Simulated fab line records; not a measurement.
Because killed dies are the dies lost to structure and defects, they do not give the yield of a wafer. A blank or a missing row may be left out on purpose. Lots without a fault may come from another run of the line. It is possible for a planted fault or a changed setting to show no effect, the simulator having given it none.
Which of the tools did it? ; flow n5Finfet ; 27 wafers from 9 lots sampled at 5 of the route's 1938 steps

== WHAT EACH GAUGE READ, for each wafer ==
N5_BEOL_M4_RC_MEAS_101. Usual: DIBL_N 36.0 mV/V, standard deviation 1.7; DIBL_P 36.2 mV/V, standard deviation 1.9; IOFF_N 0.154 nA/um, standard deviation 0.028; IOFF_P 0.21 nA/um, standard deviation 0.036; ION_N 675 uA/um, standard deviation 11; ION_P 463 uA/um, standard deviation 8.3; SS_N 71.4 mV/dec, standard deviation 0.63; SS_P 73.2 mV/dec, standard deviation 0.55; VT_N 250.2 mV, standard deviation 3; VT_P -251 mV, standard deviation 3.7.
lot;measured;on;DIBL_N (mV/V);DIBL_P (mV/V);IOFF_N (nA/um);IOFF_P (nA/um);ION_N (uA/um);ION_P (uA/um);SS_N (mV/dec);SS_P (mV/dec);VT_N (mV);VT_P (mV);flag
L987;day 9 05:26;prober-01;35.0 38.3 39.0;33.2 38.5 38.7;0.116 0.186 0.196;0.17 0.26 0.26;670 688 700;455 474 477;71.2 72.9 72.4;73.0 73.9 73.9;252.2 245.6 245.2;-252 -247 -246;
L990;day 10 23:41;prober-02;37.7 38.0 34.4;38.6 38.8 34.9;0.180 0.185 0.128;0.23 0.23 0.17;685 679 671;477 467 462;71.5 72.4 71.1;73.7 73.4 72.3;249.5 246.9 252.7;-247 -248 -250;
L992;day 12 00:50;prober-02;34.7 35.7 35.7;35.6 36.4 36.5;0.134 0.155 0.146;0.18 0.20 0.19;666 679 674;460 461 465;71.4 71.4 71.2;72.7 72.8 72.5;252.2 248.9 249.6;-252 -251 -251;
L998;day 13 12:22;prober-02;35.6 37.3 38.7;36.0 38.0 38.1;0.124 0.157 0.185;0.18 0.21 0.22;651 668 668;450 456 457;71.6 72.5 72.8;72.4 72.9 73.2;252.7 251.6 248.1;-252 -251 -249;
L101;day 13 22:02;prober-02;35.8 36.9 35.5;34.7 37.0 34.6;0.133 0.160 0.142;0.21 0.25 0.22;668 669 665;463 465 466;70.8 71.2 70.7;73.0 73.9 72.5;252.7 245.8 247.8;-247 -246 -248;
L105;day 15 04:00;prober-01;35.2 33.8 36.6;32.4 32.5 35.7;0.128 0.107 0.150;0.17 0.17 0.22;662 669 673;459 462 466;70.8 70.2 71.1;72.1 72.8 72.9;256.1 258.0 251.3;-253 -255 -248;
L107;day 15 06:41;prober-02;37.4 37.1 34.3;39.0 37.7 34.6;0.203 0.182 0.134;0.29 0.27 0.21;690 676 668;476 471 466;71.6 71.2 70.7;74.1 73.0 72.8;243.0 246.8 252.2;-243 -244 -243;
L108;day 15 08:19;prober-01;36.7 37.2 36.0;35.6 37.2 34.8;0.158 0.174 0.164;0.24 0.26 0.23;666 677 686;465 471 477;71.5 71.2 71.5;73.4 73.7 73.0;252.7 247.7 248.4;-247 -243 -247;
L109;day 15 11:02;prober-02;36.1 35.9 37.9;36.9 34.8 39.6;0.145 0.148 0.192;0.21 0.19 0.25;660 662 697;455 456 471;71.4 71.4 72.3;73.0 72.7 73.9;253.2 252.0 247.7;-253 -252 -249;

N5_BEOL_M9_THK_MEAS_01. Usual: for M9_ILD_THK the level is 269 nm and the standard deviation is 3.4.
lot;measured;on;M9_ILD_THK (nm);flag
L987;day 10 16:15;filmMetro-01;268 266 272;
L990;day 12 16:37;filmMetro-01;263 263 270;
L992;day 13 14:40;filmMetro-01;267 269 274;
L998;day 15 04:29;filmMetro-01;263 266 450;OFF
L101;day 15 13:37;filmMetro-01;268 444 272;OFF
L105;day 16 22:54;filmMetro-02;266 272 271;
L107;day 17 02:18;filmMetro-02;267 273 273;
L108;day 17 03:31;filmMetro-02;269 277 271;
L109;day 17 07:07;filmMetro-01;265 270 272;

== WHAT TOOL EACH LOT RAN ON (gives the tool, then ch and the chambers of the sampled wafers, and finally the start) ==
lot;N5_BEOL_M8_STRIP_80;N5_BEOL_M8_ANNEAL_51;N5_BEOL_M9_ILD_DEP_00
L987;rieDiel-03 ch 0,1,2, day 10 14:53 or earlier;rtpAnneal-02 ch 0, day 10 14:53;pecvd-03 ch 0,1, day 10 15:40
L990;rieDiel-03 ch 0,2, day 12 15:16 or earlier;rtpAnneal-02 ch 0, day 12 15:16;pecvd-03 ch 0,1,2, day 12 16:02
L992;rieDiel-01 ch 0,1,2, day 13 13:20 or earlier;rtpAnneal-01 ch 0, day 13 13:20;pecvd-01 ch 1,2, day 13 14:04
L998;rieDiel-01 ch 0,1,3, day 15 03:10 or earlier;rtpAnneal-02 ch 0, day 15 03:10;pecvd-03 ch 0,1,2, day 15 03:54
L101;rieDiel-03 ch 2,3, day 15 12:17 or earlier;rtpAnneal-01 ch 0, day 15 12:17;pecvd-03 ch 0,1, day 15 13:02
L105;rieDiel-05 ch 0,1, day 16 21:02 or earlier;rtpAnneal-01 ch 0, day 16 21:02;pecvd-04 ch 1,2, day 16 21:52
L107;rieDiel-05 ch 0,1,3, day 17 00:50 or earlier;rtpAnneal-02 ch 0, day 17 00:50;pecvd-01 ch 0,1,2, day 17 01:43
L108;rieDiel-05 ch 0,1,3, day 17 02:09 or earlier;rtpAnneal-02 ch 0, day 17 02:09;pecvd-01 ch 0,2, day 17 02:56
L109;rieDiel-05 ch 1,3, day 17 05:43 or earlier;rtpAnneal-02 ch 0, day 17 05:43;pecvd-01 ch 0,1, day 17 06:29
- N5_BEOL_M8_STRIP_80: strips in N2/H2, time 10 s.
- N5_BEOL_M8_ANNEAL_51: time 90 s.
- N5_BEOL_M9_ILD_DEP_00: deposits SiCOH lowk from DEMS/porogen, target thk 308.51 nm, time 58 s.

== AS READ BY THE TOOLS THEMSELVES (means over the sampled wafers that have a number; for cases with no such wafer, the mark the record gives instead) ==
N5_BEOL_M8_STRIP_80. Usual: drypumpMotorCurrentA 5.9 A, standard deviation 0.49; oesProductAu 0.79 a.u., standard deviation 0.061; rfVppV 59.1 V, standard deviation 0.9; showerheadPlenumPTorr 2.50 Torr, standard deviation 0.085; throttleValvePct 23.54 %, standard deviation 0.28.
lot;tool;drypumpMotorCurrentA (A);oesProductAu (a.u.);rfVppV (V);showerheadPlenumPTorr (Torr);throttleValvePct (%);flag
L987;rieDiel-03;6.4;0.83;60.0;2.54;23.68;
L990;rieDiel-03;6.2;0.80;59.1;2.49;23.92;
L992;rieDiel-01;6.0;0.74;59.6;2.50;23.60;
L998;rieDiel-01;5.9;0.74;58.8;2.39;23.42;
L101;rieDiel-03;6.0;0.87;59.4;2.59;23.79;
L105;rieDiel-05;5.6;0.80;58.4;2.52;23.53;
L107;rieDiel-05;5.7;0.82;59.8;2.48;23.38;
L108;rieDiel-05;5.7;0.81;59.9;2.48;23.38;
L109;rieDiel-05;6.0;0.83;58.1;2.45;23.29;

N5_BEOL_M8_ANNEAL_51. Usual: annealTempC 224.98 C, standard deviation 0.15; wafer_temp_C_max 225.98, standard deviation 0.3.
lot;tool;annealTempC (C);wafer_temp_C_max;flag
L987;rtpAnneal-02;224.88;225.80;
L990;rtpAnneal-02;224.72;225.96;
L992;rtpAnneal-01;224.89;226.43;
L998;rtpAnneal-02;225.08;225.97;
L101;rtpAnneal-01;225.12;226.33;
L105;rtpAnneal-01;224.97;226.18;
L107;rtpAnneal-02;224.94;225.88;
L108;rtpAnneal-02;224.99;225.85;
L109;rtpAnneal-02;225.18;225.68;

N5_BEOL_M9_ILD_DEP_00. Usual: heaterPowerW 330 W, standard deviation 47; runLengthS 100.9 s, standard deviation 0.57; showerheadPlenumPTorr 5.737 Torr, standard deviation 0.014; throttleValvePct 13.7 %, standard deviation 0.79.
lot;tool;heaterPowerW (W);runLengthS (s);showerheadPlenumPTorr (Torr);throttleValvePct (%);flag
L987;pecvd-03;319;101.3;5.730;14.0;
L990;pecvd-03;319;101.2;5.739;13.8;
L992;pecvd-01;346;100.5;5.733;12.9;
L998;pecvd-03;322;113.9;5.739;13.7;OFF
L101;pecvd-03;304;113.8;5.744;14.1;OFF
L105;pecvd-04;395;100.6;5.767;15.1;
L107;pecvd-01;308;101.0;5.736;13.4;
L108;pecvd-01;297;101.4;5.723;13.7;
L109;pecvd-01;337;101.2;5.720;13.3;

== THE ANSWER, worked out from the rows above alone ==
Rule: a lot counts as off when the mean over its wafers that have a number is more than 3 standard deviations away from the usual mean. Also off: a lot with no number at a reading for which 4 or more lots have one. Where the step has rows for the other lots, those lots are counted as sound. After the gauges, taken in route order, come the tools' own readings; for these a lot's mean is taken, as printed above. The first step at which some lot is off is used, and at that step the reading that is off furthest; a lot without a number counts as furthest.
Off: L998, L101, seen at N5_BEOL_M9_THK_MEAS_01 (M9_ILD_THK).
If a tool, at a process step before that reading, ran all the lots that are off and no sound lot after the first of them, it fits. The gauges at N5_BEOL_M9_THK_MEAS_01 aren't tried: what is off there is off at N5_BEOL_M9_ILD_DEP_00 too, on other tools, and a gauge's error can't cause that. With no start given for some of its lots, N5_BEOL_M8_STRIP_80 uses the hours and lot order of N5_BEOL_M8_ANNEAL_51. One fits: N5_BEOL_M9_ILD_DEP_00 on pecvd-03. A fault onset in the window from L990 (day 12 16:02, its last sound lot) to L998 (day 15 03:54, its first lot off) fits.
The tool's own readings at N5_BEOL_M9_ILD_DEP_00 bear it out: on the lots that are off they differ by more than 5 times the standard deviation of the sound lots' means. runLengthS reads 113.8 s there against 101.0 s on the sound lots.

== WHAT HAD BEEN PUT IN BY THE SIMULATOR ==
pecvd-03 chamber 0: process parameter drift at N5_BEOL_M9_ILD_DEP_00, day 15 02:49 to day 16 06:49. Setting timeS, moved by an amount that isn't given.
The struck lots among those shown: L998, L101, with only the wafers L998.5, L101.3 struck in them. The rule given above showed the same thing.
